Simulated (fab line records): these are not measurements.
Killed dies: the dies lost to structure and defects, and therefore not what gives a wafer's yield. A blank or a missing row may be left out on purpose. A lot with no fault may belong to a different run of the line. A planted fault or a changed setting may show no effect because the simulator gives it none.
fab line records	flow n5-finfet
[record] lots = 7	wafers = 39
route steps=1938 shown WELL_APT@31 DUMMY_REMOVAL@382 HKMG_FIN@442 BEOL_M0_SAQP@652 BEOL_M2@890 BEOL_M5@1116 BEOL_M7@1308 BEOL_M9@1401 BEOL_M12@1616 BEOL_M13@1692 BEOL_M15@1802 PASSIVATION@1923
start-h: hours from the record's first day to the start of the lot's first wafer shown	wait-h: how many hours have passed since the lot's step before this one	" unchanged from the row above	L1.1+2: several wafers, shown together as one row	- no value present, or no start provided	* or withheld: withheld	< > ~ a bound
route shown NAME@n: NAME is a module with steps in the file, n the number in the route of the first one	usual: the fault-free wafers' mean and standard deviation	same: alike in all rows	chamber/n: place in a boat	sites: each site's reading	_std_site: their standard deviation	_edge_site: outer sites' mean less inner sites'	radius-mm: for every site, how far away it sits from the centre of the wafer	mask NAME#n: copy n	behind: the most recent tool/chamber to have shaped the wafer	hold: cause of the lot's hold/its duration in hours/its outcome	device: the transistor (n, p or np) that didn't switch	end of line: the route-end tests of the same wafers	a step given without rows: its recipe and nothing more	killed: not the wafer's yield, but the dies lost to structure and defects at the first sort	map: a wafer's dies, x killed, . not, _ none there
set.NAME: the run value of the setting; set.NAME@STEP: its run value at that earlier step	model.NAME: the simulator's own value behind a step, which no gauge read
lots whose settings were changed on purpose; a table a step, a row a wafer
[[steps]]
[step N5_WELL_APT_DESCUM_13]
[recipe] chemistry = O2	time-s = 7.9	source-power-w = 50	bias-power-w = 20	pressure-mtorr = 20	rf-frequency-hz = 2.712e+07	temp-c = 40	o2-flow-sccm = 225
[step N5_DUMMY_REMOVAL_PRECLEAN_08]
[recipe] chemistry = NF3:NH3	afs-cycles = 2	temp-c = 30	time-s = 20	sublimation-temp-c = 180	sublimation-time-s = 60	pressure-torr = 3	rf-power-w = 30
[step N5_HKMG_FIN_ALD_91]
[recipe] material = TiN	target-thk-a = 10	temp-c = 400	ald-precursor-family = TiCl4	ald-co-reactant = NH3	pulse-time-s = 1	purge-time-s = 3	co-reactant-purge-time-s = 2	co-reactant-pulse-time-s = 2	ald-cycles = 47	pressure-torr = 3
[step N5_BEOL_M0_SAQP_DESCUM_19]
[recipe] chemistry = O2	time-s = 7.9	source-power-w = 50	bias-power-w = 20	pressure-mtorr = 20	rf-frequency-hz = 2.712e+07	temp-c = 40	resist = CAR-ArF	o2-flow-sccm = 225
[step N5_BEOL_M2_TRENCH_ETCH_37]
[recipe] chemistry = C4F6/O2	target-depth-a = 555.55	target = SiOC	time-s = 29.2	ion-energy-ev = 250	pressure-mtorr = 30	source-w = 355	bias-w = 185	Ar_flow_sccm = 300	C4F6_flow_sccm = 10	O2_flow_sccm = 10
[step N5_BEOL_M5_HM_DEP_02]
[recipe] material = TiN	target-thk-a = 200	temp-c = 25	chamber-pressure-pa = 0.49996
[step N5_BEOL_M7_TRENCH_ETCH_37]
[recipe] chemistry = C4F6/O2	target-depth-a = 934.78	target = SiCOH_lowk	time-s = 31.2	ion-energy-ev = 250	pressure-mtorr = 30	source-w = 345	bias-w = 185	Ar_flow_sccm = 300	C4F6_flow_sccm = 10	O2_flow_sccm = 10
[step N5_BEOL_M9_ILD_DEP_00]
[recipe] material = SiCOH_lowk	target-thk-a = 3085.1	temp-c = 300	precursor = DEMS/porogen	pressure-torr = 5	rf-w = 500	time-s = 58
[step N5_BEOL_M12_ETCH_59]
[recipe] chemistry = N2/H2	target = BARC	target-depth-a = 890	overetch-a = 267	time-s = 67.9	ion-energy-ev = 200	pressure-mtorr = 30	source-w = 840	bias-w = 150	n2-flow-sccm = 200	h2-flow-sccm = 200
[step N5_BEOL_M13_DESCUM_33]
[step N5_BEOL_M15_DEVELOP_27]
[recipe] develop-time-s = 45	rinse-liquid = diw	dry = air-spin	dev-temp-c = 21
[step N5_PASSIVATION_DEVELOP_43]
[recipe] develop-time-s = 60	rinse-liquid = diw	dry = air-spin	dev-temp-c = 21
[step N5_PASSIVATION_PROBE_49]
[usual] killed_at_M0_to_M3 = 33/9.1
lot.wafer	tool	chamber	start-h	wait-h	set.time-s@WELL_APT_DESCUM_13	set.time-s@DUMMY_REMOVAL_PRECLEAN_08	set.ald-cycles@HKMG_FIN_ALD_91	set.time-s@BEOL_M0_SAQP_DESCUM_19	set.time-s@BEOL_M2_TRENCH_ETCH_37	set.target-thk-a@BEOL_M5_HM_DEP_02	set.time-s@BEOL_M7_TRENCH_ETCH_37	set.time-s@BEOL_M9_ILD_DEP_00	set.target-depth-a@BEOL_M12_ETCH_59	set.time-s@BEOL_M13_DESCUM_33	set.develop-time-s@BEOL_M15_DEVELOP_27	set.develop-time-s@PASSIVATION_DEVELOP_43	killed_at_M0_to_M3
L074.1	prober-02	-	262.73	0.0	7.9	20	47	6.592	15.35	200	31.2	58	665.5	9.274	45	60	910
L074.2	prober-02	-	262.78	0.1	7.9	24.27	47	7.9	15.35	200	14.22	25.13	890	7.9	45	60	1108
L074.3	prober-02	-	262.83	0.1	7.9	24.27	55	6.592	29.2	200	31.2	25.13	890	7.9	67.33	60	29
L074.4	prober-02	-	262.88	0.2	7.9	20	55	7.9	15.35	285.4	31.2	25.13	665.5	9.274	67.33	60	1109
L074.5	prober-02	-	262.93	0.2	7.9	24.27	55	7.9	29.2	285.4	14.22	58	665.5	7.9	45	60	50
L074.6	prober-02	-	262.98	0.3	7.9	20	47	6.592	29.2	285.4	14.22	58	890	9.274	67.33	60	32
L087.1	prober-02	-	341.45	0.0	5.813	20	35	12.48	44.94	200	31.2	58	890	7.9	45	47.82	34
L087.2	prober-02	-	341.50	0.1	5.813	20	35	7.9	44.94	144.8	31.2	58	695.9	7.9	45	60	29
L087.3	prober-02	-	341.55	0.1	7.9	20	47	12.48	29.2	200	31.2	58	695.9	7.9	45	60	31
L087.4	prober-02	-	341.60	0.2	7.9	20	47	7.9	44.94	144.8	31.2	58	890	7.9	52.72	60	28
L087.5	prober-02	-	341.65	0.2	5.813	20	47	12.48	29.2	144.8	31.2	58	695.9	7.9	52.72	47.82	26
L087.6	prober-02	-	341.70	0.3	7.9	20	35	7.9	29.2	200	31.2	58	890	7.9	52.72	47.82	30
L088.1	prober-01	-	344.70	0.0	7.9	20	47	7.9	29.2	200	31.2	58	890	7.9	45	60	29
L088.5	prober-01	-	344.90	0.2	7.9	20	47	7.9	29.2	200	31.2	58	890	7.9	45	60	28
L088.6	prober-01	-	344.95	0.3	7.9	20	47	7.9	29.2	200	31.2	58	890	7.9	45	60	24
L089.1	prober-02	-	345.99	0.0	7.9	20	47	7.9	29.2	200	31.2	58	890	7.9	37.6	60	33
L089.2	prober-02	-	346.04	0.1	5.583	20	47	7.9	29.2	251.9	31.2	35.37	890	3.95	37.6	60	27
L089.3	prober-02	-	346.09	0.1	7.9	20	47	9.545	29.2	251.9	31.2	35.37	890	3.95	45	60	37
L089.4	prober-02	-	346.14	0.2	5.583	20	47	9.545	29.2	251.9	31.2	58	1195	7.9	37.6	60	36
L089.5	prober-02	-	346.19	0.2	7.9	20	47	7.9	29.2	200	31.2	35.37	1195	7.9	45	60	24
L089.6	prober-02	-	346.24	0.3	5.583	20	47	9.545	29.2	200	31.2	58	1195	3.95	45	60	27
L090.1	prober-02	-	362.44	0.0	9.119	11.87	47	9.299	34.38	281.5	31.2	39.88	890	9.251	45	60	26
L090.2	prober-02	-	362.49	0.1	7.9	20	47	7.9	29.2	281.5	18.61	58	890	7.9	45	60	33
L090.3	prober-02	-	362.54	0.1	9.119	11.87	56	7.9	34.38	200	18.61	58	890	7.9	61.38	60	27
L090.4	prober-02	-	362.59	0.2	7.9	20	56	9.299	29.2	200	31.2	39.88	890	7.9	61.38	60	27
L090.5	prober-02	-	362.64	0.2	9.119	20	56	7.9	34.38	281.5	31.2	58	890	9.251	61.38	60	36
L090.6	prober-02	-	362.69	0.3	7.9	11.87	47	9.299	29.2	200	18.61	39.88	890	9.251	45	60	50
L095.1	prober-02	-	390.05	0.0	7.9	20	47	3.855	29.2	111	31.2	58	686.9	9.628	25.5	60	17
L095.2	prober-02	-	390.10	0.1	12.33	20	47	7.9	38.49	200	31.2	40.82	686.9	7.9	25.5	60	29
L095.3	prober-02	-	390.15	0.1	7.9	20	47	7.9	38.49	200	31.2	58	890	9.628	45	60	41
L095.4	prober-02	-	390.20	0.2	7.9	20	68	3.855	38.49	111	31.2	40.82	890	7.9	25.5	60	34
L095.5	prober-02	-	390.25	0.2	12.33	20	68	3.855	29.2	200	31.2	58	686.9	7.9	45	60	37
L095.6	prober-02	-	390.30	0.3	12.33	20	68	7.9	29.2	111	31.2	40.82	890	9.628	45	60	28
L097.1	prober-01	-	410.64	0.0	7.9	20	47	7.9	14.4	90.91	13.28	58	890	7.9	29.76	60	1086
L097.2	prober-01	-	410.69	0.1	7.9	23.36	47	9.476	29.2	200	31.2	58	890	4.587	29.76	46.5	56
L097.3	prober-01	-	410.74	0.1	7.9	23.36	65	7.9	29.2	90.91	31.2	58	890	7.9	45	60	23
L097.4	prober-01	-	410.79	0.2	7.9	23.36	47	7.9	14.4	200	31.2	58	890	7.9	45	46.5	1042
L097.5	prober-01	-	410.84	0.2	7.9	20	65	9.476	14.4	200	13.28	58	890	4.587	29.76	60	1099
L097.6	prober-01	-	410.89	0.3	7.9	20	65	9.476	29.2	90.91	13.28	58	890	4.587	45	46.5	30
// killed by level:class
L074.1 BEOL_M2:area-ecd=883 FIN_SAQP:geometric-particle:open=15 STI_FIN_REVEAL:geometric-particle:open=13 BEOL_M3:geometric-particle:open=10 FIN_SAQP:geometric-particle:short=8 MOL_CONTACT_COAG:geometric-particle:open=7 BEOL_M4:geometric-particle:open=5 BEOL_M0_SAQP:geometric-particle:open=5
L074.2 BEOL_M2:area-ecd=1081 BEOL_M4:geometric-particle:open=15 FIN_SAQP:geometric-particle:open=10 BEOL_M3:geometric-particle:open=10 FIN_SAQP:geometric-particle:short=8 MOL_CONTACT_COAG:geometric-particle:open=8 GATE_CUT:geometric-particle:short=5 BEOL_M2:geometric-particle:open=5
L074.3 BEOL_M9:area-dep=1068 FIN_SAQP:geometric-particle:short=14 BEOL_M3:geometric-particle:open=13 FIN_SAQP:geometric-particle:open=11 BEOL_M4:geometric-particle:open=8 BEOL_M2:geometric-particle:open=7 MOL_CONTACT_COAG:geometric-particle:open=5 STI_FIN_REVEAL:geometric-particle:open=5
L074.4 BEOL_M2:area-ecd=1074 FIN_SAQP:geometric-particle:short=11 BEOL_M3:geometric-particle:open=11 MOL_CONTACT_COAG:geometric-particle:open=10 BEOL_M0_SAQP:geometric-particle:short=8 STI_FIN_REVEAL:geometric-particle:open=7 BEOL_M4:geometric-particle:open=7 FIN_SAQP:geometric-particle:open=5
L074.5 BEOL_M5:area-open=794 BEOL_M7:area-ecd=277 BEOL_M4:geometric-particle:open=10 BEOL_M3:geometric-particle:open=9 FIN_SAQP:geometric-particle:open=7 BEOL_M0_SAQP:geometric-particle:short=7 BEOL_M0_SAQP:geometric-particle:open=7 BEOL_M1:geometric-particle:open=7
L074.6 BEOL_M7:area-ecd=645 BEOL_M5:area-open=423 FIN_SAQP:geometric-particle:open=18 BEOL_M0_SAQP:geometric-particle:short=11 BEOL_M0_SAQP:geometric-particle:open=11 FIN_SAQP:geometric-particle:short=9 MOL_CONTACT_COAG:geometric-particle:open=9 STI_FIN_REVEAL:geometric-particle:open=8
L087.1 HKMG_FIN:area-ald=116 MOL_CONTACT_COAG:geometric-particle:open=12 BEOL_M3:geometric-particle:open=9 BEOL_M0_SAQP:geometric-particle:open=7 BEOL_M0_SAQP:geometric-particle:short=6 GATE_CUT:geometric-particle:short=5 FIN_SAQP:geometric-particle:open=4 BEOL_M1:geometric-particle:open=4
L087.2 BEOL_M0_SAQP:geometric-particle:open=8 BEOL_M2:geometric-particle:open=7 BEOL_M0_SAQP:geometric-particle:short=6 BEOL_M3:geometric-particle:open=6 BEOL_M4:geometric-particle:open=6 FIN_SAQP:geometric-particle:short=4 MOL_CONTACT_COAG:geometric-particle:open=4 STARTING-WAFER:geometric-particle:short=4
L087.3 BEOL_M2:geometric-particle:open=12 STI_FIN_REVEAL:geometric-particle:open=6 FIN_SAQP:geometric-particle:open=5 FIN_SAQP:geometric-particle:short=5 BEOL_M0_SAQP:geometric-particle:short=5 BEOL_M1:geometric-particle:open=5 BEOL_M4:geometric-particle:open=5 MOL_CONTACT_COAG:geometric-particle:open=4
L087.4 MOL_CONTACT_COAG:geometric-particle:open=13 DUMMY_GATE:geometric-particle:open=9 FIN_SAQP:geometric-particle:short=8 STI_FIN_REVEAL:geometric-particle:open=6 BEOL_M0_SAQP:geometric-particle:short=6 BEOL_M1:geometric-particle:open=6 BEOL_M3:geometric-particle:open=6 FIN_SAQP:geometric-particle:open=5
L087.5 MOL_CONTACT_COAG:geometric-particle:open=8 DUMMY_GATE:geometric-particle:open=6 BEOL_M0_SAQP:geometric-particle:short=6 STI_FIN_REVEAL:geometric-particle:open=5 GATE_CUT:geometric-particle:short=5 BEOL_M0_SAQP:geometric-particle:open=5 BEOL_M2:geometric-particle:open=4 BEOL_M3:geometric-particle:open=4
L087.6 HKMG_FIN:area-ald=119 BEOL_M3:geometric-particle:open=12 GATE_CUT:geometric-particle:short=8 DUMMY_GATE:geometric-particle:open=6 MOL_CONTACT_COAG:geometric-particle:open=6 BEOL_M2:geometric-particle:open=6 FIN_SAQP:geometric-particle:open=5 FIN_SAQP:geometric-particle:short=5
L088.1 FIN_SAQP:geometric-particle:open=18 MOL_CONTACT_COAG:geometric-particle:open=15 STI_FIN_REVEAL:geometric-particle:open=11 BEOL_M1:geometric-particle:open=7 BEOL_M3:geometric-particle:open=7 FIN_SAQP:geometric-particle:short=6 BEOL_M2:geometric-particle:open=5 BEOL_M3:geometric-particle:short=5
L088.5 STI_FIN_REVEAL:geometric-particle:open=10 BEOL_M2:geometric-particle:open=10 MOL_CONTACT_COAG:geometric-particle:open=9 BEOL_M3:geometric-particle:open=8 BEOL_M4:geometric-particle:open=8 FIN_SAQP:geometric-particle:short=5 MOL_CONTACT_COAG:geometric-particle:short=5 BEOL_M4:geometric-particle:short=5
L088.6 STI_FIN_REVEAL:geometric-particle:open=23 MOL_CONTACT_COAG:geometric-particle:open=20 FIN_SAQP:geometric-particle:short=13 BEOL_M4:geometric-particle:open=10 FIN_SAQP:geometric-particle:open=9 MOL_CONTACT_COAG:geometric-particle:short=8 BEOL_M3:geometric-particle:open=7 BEOL_M0_SAQP:geometric-particle:open=7
L089.1 STI_FIN_REVEAL:geometric-particle:open=22 MOL_CONTACT_COAG:geometric-particle:open=11 FIN_SAQP:geometric-particle:open=10 BEOL_M0_SAQP:geometric-particle:open=9 BEOL_M4:geometric-particle:open=9 BEOL_M0_SAQP:geometric-particle:short=7 BEOL_M3:geometric-particle:open=6 FIN_SAQP:geometric-particle:short=5
L089.2 BEOL_M9:area-dep=104 STI_FIN_REVEAL:geometric-particle:open=18 BEOL_M2:geometric-particle:open=10 BEOL_M4:geometric-particle:open=10 FIN_SAQP:geometric-particle:short=6 FIN_SAQP:geometric-particle:open=6 GATE_CUT:geometric-particle:short=6 BEOL_M0_SAQP:geometric-particle:short=5
L089.3 BEOL_M9:area-dep=253 MOL_CONTACT_COAG:geometric-particle:open=12 BEOL_M0_SAQP:geometric-particle:short=10 BEOL_M0_SAQP:geometric-particle:open=8 GATE_CUT:geometric-particle:short=5 BEOL_M1:geometric-particle:open=5 BEOL_M6:geometric-particle:open=5 FIN_SAQP:geometric-particle:short=4
L089.4 STI_FIN_REVEAL:geometric-particle:open=16 BEOL_M4:geometric-particle:open=12 BEOL_M0_SAQP:geometric-particle:short=9 STARTING-WAFER:geometric-particle:open=8 MOL_CONTACT_COAG:geometric-particle:open=7 FIN_SAQP:geometric-particle:short=6 BEOL_M0_SAQP:geometric-particle:open=6 BEOL_M1:geometric-particle:short=6
L089.5 BEOL_M9:area-dep=58 STI_FIN_REVEAL:geometric-particle:open=17 GATE_CUT:geometric-particle:short=9 MOL_CONTACT_COAG:geometric-particle:open=8 FIN_SAQP:geometric-particle:open=7 BEOL_M1:geometric-particle:open=7 BEOL_M0_SAQP:geometric-particle:open=6 BEOL_M4:geometric-particle:open=5
L089.6 STI_FIN_REVEAL:geometric-particle:open=20 MOL_CONTACT_COAG:geometric-particle:open=9 BEOL_M4:geometric-particle:open=8 BEOL_M3:geometric-particle:open=5 BEOL_M0_SAQP:geometric-particle:open=5 BEOL_M5:geometric-particle:open=5 STI_FIN_REVEAL:geometric-particle:short=4 BEOL_M0:geometric-particle:open=4
L090.1 BEOL_M5:area-open=799 FIN_SAQP:geometric-particle:open=14 BEOL_M9:area-dep=10 BEOL_M4:geometric-particle:open=9 DUMMY_GATE:geometric-particle:open=7 BEOL_M0_SAQP:geometric-particle:short=7 BEOL_M2:geometric-particle:open=7 MOL_CONTACT_COAG:geometric-particle:open=6
L090.2 BEOL_M5:area-open=581 BEOL_M7:area-ecd=28 FIN_SAQP:geometric-particle:open=12 MOL_CONTACT_COAG:geometric-particle:open=10 BEOL_M2:geometric-particle:open=7 FIN_SAQP:geometric-particle:short=6 BEOL_M0_SAQP:geometric-particle:open=6 BEOL_M1:geometric-particle:open=6
L090.3 BEOL_M7:area-ecd=49 MOL_CONTACT_COAG:geometric-particle:open=9 BEOL_M4:geometric-particle:open=9 FIN_SAQP:geometric-particle:open=7 FIN_SAQP:geometric-particle:short=6 BEOL_M0_SAQP:geometric-particle:open=6 GATE_CUT:geometric-particle:open=5 BEOL_M2:geometric-particle:open=5
L090.4 FIN_SAQP:geometric-particle:open=12 FIN_SAQP:geometric-particle:short=12 MOL_CONTACT_COAG:geometric-particle:open=9 DUMMY_GATE:geometric-particle:open=6 BEOL_M1:geometric-particle:open=6 STI_FIN_REVEAL:geometric-particle:open=5 BEOL_M0_SAQP:geometric-particle:open=4 STARTING-WAFER:geometric-particle:open=4
L090.5 BEOL_M5:area-open=767 BEOL_M4:geometric-particle:open=16 BEOL_M1:geometric-particle:open=9 MOL_CONTACT_COAG:geometric-particle:open=7 BEOL_M0_SAQP:geometric-particle:short=7 BEOL_M2:geometric-particle:open=7 FIN_SAQP:geometric-particle:short=6 BEOL_M3:geometric-particle:open=6
L090.6 BEOL_M7:area-ecd=101 BEOL_M2:geometric-particle:open=19 MOL_CONTACT_COAG:geometric-particle:open=14 BEOL_M4:geometric-particle:open=10 GATE_CUT:geometric-particle:short=8 BEOL_M0_SAQP:geometric-particle:open=8 BEOL_M3:geometric-particle:open=8 FIN_SAQP:geometric-particle:open=6
L095.1 STI_FIN_REVEAL:geometric-particle:open=6 BEOL_M4:geometric-particle:open=6 BEOL_M3:geometric-particle:open=5 BEOL_M0_SAQP:geometric-particle:open=5 STARTING-WAFER:geometric-particle:open=5 DUMMY_GATE:geometric-particle:open=4 GATE_CUT:geometric-particle:short=4 MOL_CONTACT_COAG:geometric-particle:open=4
L095.2 BEOL_M1:geometric-particle:open=13 GATE_CUT:geometric-particle:short=10 BEOL_M4:geometric-particle:open=8 BEOL_M2:geometric-particle:open=7 GATE_CUT:geometric-particle:open=6 MOL_CONTACT_COAG:geometric-particle:open=6 STI_FIN_REVEAL:geometric-particle:open=5 STI_FIN_REVEAL:geometric-particle:short=5
L095.3 BEOL_M0_SAQP:geometric-particle:short=10 BEOL_M0_SAQP:geometric-particle:open=9 BEOL_M1:geometric-particle:open=8 BEOL_M3:geometric-particle:open=6 FIN_SAQP:geometric-particle:short=5 MOL_CONTACT_COAG:geometric-particle:open=5 MOL_CONTACT_COAG:geometric-particle:short=4 FIN_SAQP:geometric-particle:open=3
L095.4 BEOL_M1:geometric-particle:open=11 MOL_CONTACT_COAG:geometric-particle:open=9 BEOL_M3:geometric-particle:open=7 BEOL_M2:geometric-particle:open=6 STI_FIN_REVEAL:geometric-particle:open=5 BEOL_M4:geometric-particle:short=5 DUMMY_GATE:geometric-particle:open=3 GATE_CUT:geometric-particle:short=3
L095.5 FIN_SAQP:geometric-particle:short=10 MOL_CONTACT_COAG:geometric-particle:open=9 BEOL_M0_SAQP:geometric-particle:short=8 BEOL_M3:geometric-particle:open=8 FIN_SAQP:geometric-particle:open=6 ILD0:geometric-particle:open=6 GATE_CUT:geometric-particle:open=5 BEOL_M0_SAQP:geometric-particle:open=5
L095.6 FIN_SAQP:geometric-particle:open=13 FIN_SAQP:geometric-particle:short=10 STI_FIN_REVEAL:geometric-particle:open=10 BEOL_M0_SAQP:geometric-particle:short=8 BEOL_M3:geometric-particle:open=7 MOL_CONTACT_COAG:geometric-particle:open=6 BEOL_M0_SAQP:geometric-particle:open=5 STARTING-WAFER:geometric-particle:open=5
L097.1 BEOL_M2:area-ecd=1056 FIN_SAQP:geometric-particle:open=16 FIN_SAQP:geometric-particle:short=15 STI_FIN_REVEAL:geometric-particle:open=9 DUMMY_GATE:geometric-particle:open=8 BEOL_M0_SAQP:geometric-particle:short=8 MOL_CONTACT_COAG:geometric-particle:open=7 BEOL_M2:geometric-particle:open=6
L097.2 FIN_SAQP:geometric-particle:open=18 BEOL_M2:geometric-particle:open=16 MOL_CONTACT_COAG:geometric-particle:open=11 BEOL_M0_SAQP:geometric-particle:open=8 FIN_SAQP:geometric-particle:short=7 BEOL_M3:geometric-particle:open=7 BEOL_M0_SAQP:geometric-particle:short=6 BEOL_M0:geometric-particle:open=6
L097.3 STI_FIN_REVEAL:geometric-particle:open=17 FIN_SAQP:geometric-particle:short=16 FIN_SAQP:geometric-particle:open=13 MOL_CONTACT_COAG:geometric-particle:open=13 BEOL_M4:geometric-particle:open=7 MIM_TOP:geometric-particle:open=5 STI_FIN_REVEAL:geometric-particle:short=4 BEOL_M3:geometric-particle:open=4
L097.4 BEOL_M2:area-ecd=1011 MOL_CONTACT_COAG:geometric-particle:open=12 FIN_SAQP:geometric-particle:open=10 FIN_SAQP:geometric-particle:short=9 STI_FIN_REVEAL:geometric-particle:open=9 BEOL_M0_SAQP:geometric-particle:open=6 BEOL_M2:geometric-particle:short=5 ILD0:geometric-particle:short=5
L097.5 BEOL_M2:area-ecd=1066 MOL_CONTACT_COAG:geometric-particle:open=16 FIN_SAQP:geometric-particle:open=9 BEOL_M2:geometric-particle:open=8 FIN_SAQP:geometric-particle:short=7 STI_FIN_REVEAL:geometric-particle:open=6 BEOL_M0_SAQP:geometric-particle:open=6 BEOL_M4:geometric-particle:open=6
L097.6 BEOL_M7:area-ecd=1072 FIN_SAQP:geometric-particle:open=14 FIN_SAQP:geometric-particle:short=12 MOL_CONTACT_COAG:geometric-particle:open=10 BEOL_M1:geometric-particle:open=8 BEOL_M2:geometric-particle:open=6 STI_FIN_REVEAL:geometric-particle:open=5 STI_FIN_REVEAL:geometric-particle:short=4
[[key]]
[split] step = N5_WELL_APT_DESCUM_13	setting = time-s	stated-as = 7.9
response none clear
[split] step = N5_DUMMY_REMOVAL_PRECLEAN_08	setting = time-s	stated-as = 20
response none clear
[split] step = N5_HKMG_FIN_ALD_91	setting = ald-cycles	stated-as = 47
response none clear
[split] step = N5_BEOL_M0_SAQP_DESCUM_19	setting = time-s	stated-as = 7.9
response none clear
[split] step = N5_BEOL_M2_TRENCH_ETCH_37	setting = time-s	stated-as = 29.2
[response] step = N5_PASSIVATION_PROBE_49	reading = killed_at_M0_to_M3	slope = -10.9	per = 1%	together-with = all	explained = 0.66
[split] step = N5_BEOL_M5_HM_DEP_02	setting = target-thk-a	stated-as = 200
response none clear
[split] step = N5_BEOL_M7_TRENCH_ETCH_37	setting = time-s	stated-as = 31.2
response none clear
[split] step = N5_BEOL_M9_ILD_DEP_00	setting = time-s	stated-as = 58
response none clear
[split] step = N5_BEOL_M12_ETCH_59	setting = target-depth-a	stated-as = 890
response none clear
[split] step = N5_BEOL_M13_DESCUM_33	setting = time-s	stated-as = 7.9
response none clear
[split] step = N5_BEOL_M15_DEVELOP_27	setting = develop-time-s	stated-as = 45
response none clear
[split] step = N5_PASSIVATION_DEVELOP_43	setting = develop-time-s	stated-as = 60
response none clear
